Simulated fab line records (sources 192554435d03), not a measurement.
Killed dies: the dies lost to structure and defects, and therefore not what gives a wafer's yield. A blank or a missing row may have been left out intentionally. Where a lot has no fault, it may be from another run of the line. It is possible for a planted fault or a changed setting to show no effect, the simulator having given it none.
Split-lot experiment -- flow n5-finfet -- route with 1938 steps; 7 lots, 39 wafers read

## THE SPLIT
At N5_DUMMY_GATE_ETCH_31 (etches SiO2 in C4F6/O2, target depth 82.5 nm, time 27.5 s), the setting target-depth-a was moved away from the recipe's 825 angstrom on 12 of the 39 wafers read, by -8.7% to +8.3%. For the rest of the wafers, this setting stayed at what the recipe calls for.

The reading is taken at the split's own step.

## THE READING
etch.depth-nm (the simulator's own value, which no gauge read), in nm, at N5_DUMMY_GATE_ETCH_31 (etches SiO2 in C4F6/O2, target depth 82.5 nm, time 27.5 s). No usual value for it is given in the file. Average 80.40 nm, standard deviation 2.1 nm, over the 27 wafers here run with the recipe.

wafer,"tool, chamber at the split","target-depth-a as run, angstrom",against the recipe,"etch.depth-nm, nm",against lot-mates on the recipe
L076.1,"rie-diel-05, 2",825,recipe,82.2,-
L076.2,"rie-diel-05, 3",825,recipe,80.38,-
L076.3,"rie-diel-05, 0",762.1,-7.6%,72.06,-8.16
L076.4,"rie-diel-05, 1",762.1,-7.6%,72.5,-7.72
L076.5,"rie-diel-05, 0",825,recipe,78.08,-
L076.6,"rie-diel-05, 1",762.1,-7.6%,72.51,-7.71
L077.1,"rie-diel-05, 2",825,recipe,81.81,-
L077.2,"rie-diel-05, 1",825,recipe,78.53,-
L077.3,"rie-diel-05, 0",825,recipe,78.43,-
L077.4,"rie-diel-05, 3",825,recipe,80.46,-
L077.5,"rie-diel-05, 2",825,recipe,81.21,-
L077.6,"rie-diel-05, 3",825,recipe,80.19,-
L080.1,"rie-diel-05, 1",825,recipe,77.68,-
L080.2,"rie-diel-05, 2",893.6,+8.3%,88.98,+10.82
L080.3,"rie-diel-05, 0",825,recipe,78.73,-
L080.4,"rie-diel-05, 0",825,recipe,78.08,-
L080.5,"rie-diel-05, 1",893.6,+8.3%,84.48,+6.32
L080.6,"rie-diel-05, 2",893.6,+8.3%,88.69,+10.53
L086.2,"rie-diel-03, 3",825,recipe,82.72,-
L086.3,"rie-diel-03, 2",825,recipe,81.18,-
L086.4,"rie-diel-03, 1",825,recipe,82.56,-
L089.1,"rie-diel-01, 2",825,recipe,82.24,-
L089.2,"rie-diel-01, 0",825,recipe,86.48,-
L089.3,"rie-diel-01, 1",825,recipe,81.53,-
L089.4,"rie-diel-01, 3",825,recipe,81.16,-
L089.5,"rie-diel-01, 2",825,recipe,82.54,-
L089.6,"rie-diel-01, 3",825,recipe,80.43,-
L094.1,"rie-diel-05, 0",753.1,-8.7%,71.73,-7.37
L094.2,"rie-diel-05, 2",825,recipe,81.23,-
L094.3,"rie-diel-05, 1",825,recipe,77.34,-
L094.4,"rie-diel-05, 3",753.1,-8.7%,72.01,-7.09
L094.5,"rie-diel-05, 0",753.1,-8.7%,72.46,-6.64
L094.6,"rie-diel-05, 3",825,recipe,78.74,-
L095.1,"rie-diel-05, 0",865,+4.8%,82.2,+3.29
L095.2,"rie-diel-05, 2",825,recipe,81.41,-
L095.3,"rie-diel-05, 3",825,recipe,78.49,-
L095.4,"rie-diel-05, 1",825,recipe,76.84,-
L095.5,"rie-diel-05, 0",865,+4.8%,83.36,+4.45
L095.6,"rie-diel-05, 3",865,+4.8%,83.05,+4.14

THE FIT
A straight line over all 39 wafers: etch.depth-nm changes by +0.895 nm for each +1% of target-depth-a; r = +0.89; the points scatter about the line by 2 nm.
The same after taking each lot's own level away (the mean of its wafers on the recipe; 39 wafers): +0.959 nm for each +1%; r = +0.94; scatter 1.5 nm.
The reading moves by 8.4 nm for the largest change in target-depth-a, on that fit.
The lots' own levels span 78.163 to 82.397 nm, that is 2.0 times the standard deviation above.
So the lot-to-lot level changes the slope little: the two slopes agree.
Check: with one of the wafers moved furthest among these (-8.7%) left out of the fit, the line predicts -8.39 nm for it against its lot-mates. It came out at -7.37 nm against them.

## OTHER SPLITS APPLIED TO THESE WAFERS
Note: prior to the reading, these wafers also went through further splits. Each is held against what the fit with the lots' levels taken away leaves over:
other split on the same wafers,wafers away from the commonest value,r with etch.depth-nm (lot level and that fit taken away)
N5_DUMMY_GATE_ETCH_37 source-w,15,+0.10

## FILE'S OWN FIT
etch.depth-nm changes by +0.958 nm for each +1% of target-depth-a, r = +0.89.
